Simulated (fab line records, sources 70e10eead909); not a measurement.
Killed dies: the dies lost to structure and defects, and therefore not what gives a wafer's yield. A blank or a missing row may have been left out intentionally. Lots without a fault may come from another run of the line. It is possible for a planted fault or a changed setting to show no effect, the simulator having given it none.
8D (eight disciplines) problem report, filled in by code / flow nandHarc / the parts of the form that need people (team, actions taken, sign-off) are left out

## 1. WHAT IS WRONG
At NHARC_END_SORT_01, sort_bin_2_pct averages 96.8 % over 3 wafers from 2 lots, while fault-free wafers read 1.5 %, standard deviation 0.64. So: +99 or more standard deviations from the usual mean.
Earliest sighting: wafer L417.3 on prober-02 at day 24 14:13. At this step, 6 wafers from 2 lots have a number in the record. The rule behind "out" and "out of limits": a value lying over 4 standard deviations away from the usual mean. The rest of the wafers with a number are treated as sound.

## 2. WHAT IT IS, WHAT IT ISN'T
question=which readings at this step | is=sort_bin_2_pct, defectLimitedYield, killedAtArray, killedDies, sortNPass, sortRimYieldPct, sortYieldPct | is not=killedAtOther, killedAtPeriphery, killedOpen, killedShort, sort_bin_3_pct, sort_bin_4_pct
question=which lots | is=L417, L418 | is not=-
question=which wafers of those lots | is=L417.3, L417.5, L418.5 | is not=L417.1, L418.4, L418.6
question=read on which gauges | is=prober-01, prober-02 | is not=-
question=when | is=from day 24 14:13 | is not=up to then (1 sound wafer); but 2 sound wafers of L418 came after

## 3. SUSPECTS, AND WHAT RULES EACH OUT
Counting: a tool at a process step up to the reading stays a suspect if it ran every lot that is out. Sound lots after the first of them don't rule it out here, since some wafers of a struck lot are sound.
- the gauge at NHARC_END_SORT_01 has been ruled out. The wafers that are out were read on 2 gauges (prober-01, prober-02).
- ecdCu-01 at NHARC_A_BONDPAD_ECD_18 (material Cu, target thk 400 nm): kept. It ran every lot that is out, first L417 (day 22 22:52).
The count leaves ecdCu-01 at NHARC_A_BONDPAD_ECD_18.

## 4. THE CAUSE (what the simulator had put in)
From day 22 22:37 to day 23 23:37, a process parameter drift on ecdCu-01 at NHARC_A_BONDPAD_ECD_18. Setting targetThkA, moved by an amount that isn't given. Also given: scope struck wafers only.
The count eliminated every tool but this one.

## 5. SEQUENCE OF EFFECTS, ordered by route
Rows list readings where the struck wafers' mean (over those with a number) sits beyond 3 standard deviations from the usual. Only readings whose record carries a usual standard deviation are examined. hours: median over the lots of the time between each lot's start at the first step of this table that gives one and its start at this step. sigmas: the change, counted in usual standard deviations.
hours=0; step=NHARC_END_SORT_01; reading=defectLimitedYield; usual=95.4 %; on struck wafers=0.0; change=-95.4; sigmas=-60
hours=0; step=NHARC_END_SORT_01; reading=killedAtArray; usual=28; on struck wafers=676; change=+648; sigmas=+59
hours=0; step=NHARC_END_SORT_01; reading=killedDies; usual=31; on struck wafers=677; change=+646; sigmas=+59
hours=0; step=NHARC_END_SORT_01; reading=sort_bin_2_pct; usual=1.5 %; on struck wafers=96.8; change=+95.3; sigmas=+99 or more
hours=0; step=NHARC_END_SORT_01; reading=sortNPass; usual=646; on struck wafers=0; change=-646; sigmas=-59
hours=0; step=NHARC_END_SORT_01; reading=sortRimYieldPct; usual=96.4 %; on struck wafers=0.0; change=-96.4; sigmas=-42
hours=0; step=NHARC_END_SORT_01; reading=sortYieldPct; usual=95.4 %; on struck wafers=0.0; change=-95.4; sigmas=-60

## 6. HOW IT WOULD HAVE BEEN CAUGHT EARLIER
Counted from the fault's start at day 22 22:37, it took 40 hours until the first out-of-limits reading at a measuring or inspecting step in this record, taken at day 24 14:13.
Each of the lots that are out, 2 in all, had begun NHARC_A_BONDPAD_ECD_18 on ecdCu-01 no later than day 24 14:13. None of them would have been spared by holding the tool at that moment.
